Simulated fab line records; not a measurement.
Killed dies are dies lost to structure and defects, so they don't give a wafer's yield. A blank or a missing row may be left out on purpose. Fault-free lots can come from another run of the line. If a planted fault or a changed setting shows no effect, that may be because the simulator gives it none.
Struck lot and sound lot, side by side :: flow nand-harc :: 14 steps out of a route of 1302
Sound: wafers L371.1, L371.2, L371.6. Wafers struck: L385.2, L385.3, L385.6. Last of all comes the cause.
Per side, at each step with rows, come the tool, then ch with its chambers, and then its first start. Under that, the readings that differ: sound wafers :: struck wafers :: difference of the means :: sigmas: that difference in standard deviations of wafers without a fault.
alike: a reading whose means differ by less than 2 such deviations, as well as words and numbers matching on both sides. not compared: withheld readings; readings where some wafer has no value; bounds like >300 that might hide an equal value; numbers whose values overlap and for which the record gives no deviation.
Wherever a step has rows on one side only, a row that says differs or no value, or a row with sigmas, the two part there. Non-overlapping numbers with no deviation appear without sigmas and do not part them. A reading missing from all wafers of one side parts the sides only when that side holds two or more wafers.

first, 4 steps without rows for these wafers: NHARC_A_WL_FILL_STRIP_28 (strips in post etch residue remover, time 1200 s); NHARC_A_WL_FILL_PRECLEAN_06 (cleans in DIW, time 300 s); NHARC_A_WL_FILL_SRD_07; NHARC_A_WL_FILL_ANNEAL_08 (time 1800 s).
NHARC_A_WL_FILL_ALD_10: deposits SiO2, target thk 50 nm, pulse time 10 s, ald cycles 500.
  sound on ald-hk-03 ch 0,3, day 21 11:32; struck on ald-hk-04 ch 0,1, day 26 05:00
reading: heater-power-w (W)
sound: 520 474 542
struck: 424 438 439
difference: -78
sigmas: -2
  alike: precursor-pulse-height-rel
NHARC_A_WL_FILL_ETCHBACK_16: etches the open film in C4F8/O2/Ar, target depth 120 nm, time 24 s.
  sound on rie-diel-05 ch 0,1,2; struck on rie-diel-08 ch 0,3
  alike: oes-product-au, rf-vpp-V
  not compared: rf-hours-counter-h
NHARC_A_WL_FILL_STRIP_29: strips in O2, time 20 s.
  sound on rie-diel-05 ch 1,2,3, day 21 16:18; struck on rie-diel-08 ch 2,3, day 26 09:13
  alike: drypump-motor-current-A, oes-product-au, rf-vpp-V, showerhead-plenum-p-Torr, throttle-valve-pct
  not compared: rf-hours-counter-h
NHARC_A_WL_FILL_ETCHBACK_17: etches the open film in Cl2/BCl3, target depth 4 nm, time 26.7 s.
  sound on rie-metal-01 ch 0,1, day 21 16:24; struck on rie-metal-03 ch 0,1, day 26 09:18
  alike: drypump-motor-current-A, oes-product-au
  not compared: rf-hours-counter-h
then, 3 steps without rows for these wafers: NHARC_A_WL_FILL_PRECLEAN_18 (cleans in dHF, time 30 s); NHARC_A_WL_FILL_SRD_21; NHARC_A_WL_FILL_CVD_23 (deposits poly-Si, target thk 40 nm, time 800 s).
NHARC_A_WL_FILL_ETCHBACK_26: etches the open film in HBr, target depth 52 nm, time 13.3 s.
  sound on rie-si-03 ch 0,1,2, day 21 21:37; struck on rie-si-04 ch 1,2,3, day 26 14:24
reading: oes-product-au (a.u.)
sound: 0.977 0.982 1.018
struck: 0.890 0.923 0.905
difference: -0.086
sigmas: -6
  alike: drypump-motor-current-A, hbr-flow-sccm, throttle-valve-pct
  not compared: rf-hours-counter-h
then, 2 steps without rows for these wafers: NHARC_A_WL_FILL_PRECLEAN_30 (cleans in dHF, time 10 s); NHARC_END_SORT_01.

WHERE THEY PART
First at NHARC_A_WL_FILL_ALD_10; last, within this record, at NHARC_A_WL_FILL_ETCHBACK_26.

WHY: the cause the simulator had injected
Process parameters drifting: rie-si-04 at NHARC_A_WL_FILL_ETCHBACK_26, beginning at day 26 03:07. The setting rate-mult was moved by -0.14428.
